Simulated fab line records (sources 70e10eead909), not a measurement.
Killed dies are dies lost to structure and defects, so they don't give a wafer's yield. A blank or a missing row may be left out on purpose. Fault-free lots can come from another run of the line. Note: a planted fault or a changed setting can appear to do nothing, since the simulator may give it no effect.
A struck lot beside a sound one / flow nand_harc / 16 steps out of a route of 1302
Sound: these wafers, L661.3, L661.4, L661.5. Struck: wafer L669.6 (left out: L669.1, L669.4 of the same lot, which were not struck); the cause appears at the end.
Order at every step that has rows: each side's tool, ch and its chambers, its first start. Under that, the readings that differ: sound wafers / struck wafers / difference of the means / sigmas: that difference in standard deviations of wafers without a fault.
alike: words and numbers the same on both sides, and readings whose means are apart by under 2 such deviations; not compared: readings that were withheld, readings missing a value for some wafer, numbers with overlapping values and no deviation given by the record, and bounds like >300 which may hide the same value.
The two part at a step that has a row with sigmas, a row that says differs or no value, or rows on one side only. When numbers do not overlap yet have no deviation, they are printed without sigmas and do not part them. A reading that every wafer of one side lacks parts them only if that side has two wafers or more.

NHARC_A_M1_INSPECT_11:
  sound on defect_inspect-02, day 24 11:40; struck on defect_inspect-01, day 27 07:30
  alike: raw_defect_count
then, 3 steps without rows for these wafers: NHARC_A_M1_DESCUM_14 (chemistry O2, time 3 s); NHARC_A_M1_ETCH_35 (etches the open film in N2/H2, target depth 40 nm, overetch 12 nm, time 43.94 s); NHARC_A_M1_ETCH_15 (etches the open film in C4F8/Ar, target depth 182.5 nm, time 91.2 s).
NHARC_A_M1_CD_MEAS_16:
  sound on cd_sem-02, day 24 12:02; struck on cd_sem-03, day 27 07:53
  alike: cd_nm
NHARC_A_M1_STRIP_18: strips in N2/H2.
  sound on rie_diel-06 ch 0,1, day 24 12:08; struck on rie_diel-06 ch 1, day 27 07:58
reading=rf_vpp_V (V); sound=90.0 89.7 88.3; struck=91.6; difference=+2.3; sigmas=+2
  alike: drypump_motor_current_A, h2_flow_sccm, oes_product_au, showerhead_plenum_p_Torr, throttle_valve_pct
  not compared: rf_hours_counter_h
NHARC_A_M1_ETCH_28: etches the open film in CF4/N2, target depth 30 nm, time 72.99 s.
  sound on rie_diel-06 ch 0,1,3; struck on rie_diel-06 ch 3
  alike: drypump_motor_current_A, oes_product_au, rf_vpp_V, showerhead_plenum_p_Torr, throttle_valve_pct
  not compared: rf_hours_counter_h
then, 1 step without rows for these wafers: NHARC_A_M1_STRIP_19 (strips in post etch residue remover, time 600 s).
NHARC_A_M1_DEGAS_29: time 60 s.
  sound on pvd_sputter-03, day 24 12:49; struck on pvd_sputter-02, day 27 08:35
reading=susceptor_temp_C (C); sound=- - -; struck=250.19; difference=no value on the sound wafers; sigmas=
  alike: heater_power_w
then, 1 step without rows for these wafers: NHARC_A_M1_PRE_CLEAN_30 (time 30 s).
NHARC_A_M1_PVD_20: deposits TaN, target thk 5 nm, time 8.06 s.
  sound on pvd_sputter-03; struck on pvd_sputter-02
  alike: chamber_pressure_pa, throttle_valve_pct
then, 1 step without rows for these wafers: NHARC_A_M1_PVD_21 (deposits Cu, target thk 30 nm, time 20.49 s).
NHARC_A_M1_ECD_22: material Cu, target thk 400 nm.
  sound on ecd_cu-02 ch 0,1, day 24 13:16; struck on ecd_cu-02 ch 1, day 27 08:57
  alike: bath_temp_c
NHARC_A_M1_ANNEAL_31: time 90 s.
  sound on rtp_anneal-01 ch 0, day 24 13:38; struck on rtp_anneal-02 ch 0, day 27 09:20
  alike: wafer_temp_C_max
NHARC_A_M1_CMP_23: polishes, t overpolish 20 s, target thk 154.34 nm.
  sound on cmp-03 ch 1,3, day 24 13:53; struck on cmp-01 ch 2, day 27 09:40
reading=time_to_endpoint_s (s); sound=32.1 31.8 30.7; struck=51.5; difference=+20.0; sigmas=+7
  alike: motor_current_A
NHARC_A_M1_THK_MEAS_24: measures by xrf.
  sound on film_metro-01, day 24 14:11; struck on film_metro-01, day 27 09:59
  alike: thk_nm

== WHERE THEY PART ==
At NHARC_A_M1_STRIP_18 first; at NHARC_A_M1_CMP_23 last (within this record only). Later steps at which nothing parts them and some readings are alike: NHARC_A_M1_THK_MEAS_24.

WHY: what the simulator had put in
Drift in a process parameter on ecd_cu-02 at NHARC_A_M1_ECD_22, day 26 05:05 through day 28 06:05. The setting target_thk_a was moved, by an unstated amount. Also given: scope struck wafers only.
